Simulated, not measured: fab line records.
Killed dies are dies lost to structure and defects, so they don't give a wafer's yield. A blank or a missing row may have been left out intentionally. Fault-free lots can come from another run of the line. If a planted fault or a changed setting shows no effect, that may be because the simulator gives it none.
Split-lot trial	flow n5-finfet	on a route of 1938 steps: 7 lots, 21 wafers read

SPLIT DETAILS
At N5_PASSIVATION_ETCH_54 (etches SiO2 in CHF3/O2, target depth 880 nm, time 440 s), the setting source-w was moved away from the recipe's 650 W on 5 of the 21 wafers read, by -7.7% to +15.7%. All remaining wafers had this setting at the recipe value.

Reading taken at the split's own step.

THE READING
rf-vpp-V, in V, at N5_PASSIVATION_ETCH_54 (etches SiO2 in CHF3/O2, target depth 880 nm, time 440 s). Typical for fault-free wafers on this fab line: 532 V, with standard deviation 10 V.

wafer	tool, chamber at the split	source-w as run, W	against the recipe	rf-vpp-V, V	against lot-mates on the recipe
L074.3	rie-diel-05, 2	650	recipe	534	-
L074.5	rie-diel-05, 2	650	recipe	533	-
L074.6	rie-diel-05, 3	650	recipe	534	-
L078.1	rie-diel-05, 3	650	recipe	535	-
L078.2	rie-diel-05, 2	650	recipe	535	-
L078.4	rie-diel-05, 1	752.1	+15.7%	480	-55
L082.4	rie-diel-03, 1	650	recipe	540	-
L082.5	rie-diel-03, 0	650	recipe	537	-
L082.6	rie-diel-03, 2	650	recipe	537	-
L084.1	rie-diel-03, 3	650	recipe	540	-
L084.4	rie-diel-03, 2	650	recipe	538	-
L084.6	rie-diel-03, 3	721.6	+11.0%	514	-25
L089.1	rie-diel-03, 1	650	recipe	540	-
L089.4	rie-diel-03, 2	650	recipe	540	-
L089.5	rie-diel-03, 0	650	recipe	536	-
L092.2	rie-diel-03, 3	618.2	-4.9%	553	+14
L092.3	rie-diel-03, 0	650	recipe	536	-
L092.6	rie-diel-03, 3	650	recipe	541	-
L097.1	rie-diel-03, 1	600.2	-7.7%	562	+21
L097.3	rie-diel-03, 3	600.2	-7.7%	562	+21
L097.6	rie-diel-03, 3	650	recipe	541	-

FIT RESULTS
A straight line over all 21 wafers: rf-vpp-V changes by -3.17 V for each +1% of source-w; r = -0.97; the points scatter about the line by 4 V.
The same after taking each lot's own level away (the mean of its wafers on the recipe; 21 wafers): -3.01 V for each +1%; r = -0.98; scatter 3 V.
According to that fit, moving source-w by its largest amount changes the reading by 47 V.
The lots' own levels span 533.7 to 541.0 V, that is 0.7 times the standard deviation above.
The two slopes are in agreement: the lot-to-lot level therefore moves the slope only a little.
Check: for one of the wafers moved furthest among these (+15.7%), held out of the fit, the line's prediction against its lot-mates is -39.3 V. It came out at -55 V against them.
Tool readings at the split's step, against how far the setting was moved: rf-vpp-V r = -0.97.

FURTHER SPLITS ON THESE WAFERS
Note: prior to the reading, these wafers also went through further splits. Each is held against what the fit with the lots' levels taken away leaves over:
other split on the same wafers	wafers away from the commonest value	r with rf-vpp-V (lot level and that fit taken away)
N5_BEOL_M9_CMP_52 down-force-psi	11	-0.20
N5_BEOL_M11_PECVD_70 time-s	8	-0.01
N5_BEOL_M11_VIA_ETCH_34 source-w	9	+0.09
N5_BEOL_M13_ETCH_59 time-s	7	+0.04
N5_BEOL_M13_DEP_53 time-s	5	-0.06
N5_BEOL_M14_TRENCH_ETCH_34 time-s	8	-0.15
N5_BEOL_M14_SPUTTER_45 power-w	9	+0.02
N5_MIM_TOP_LITHO_EXPOSE_05 dose-mj	7	+0.29

THE FILE'S OWN FIT
rf-vpp-V changes by -3.02 V for each +1% of source-w, r = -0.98.
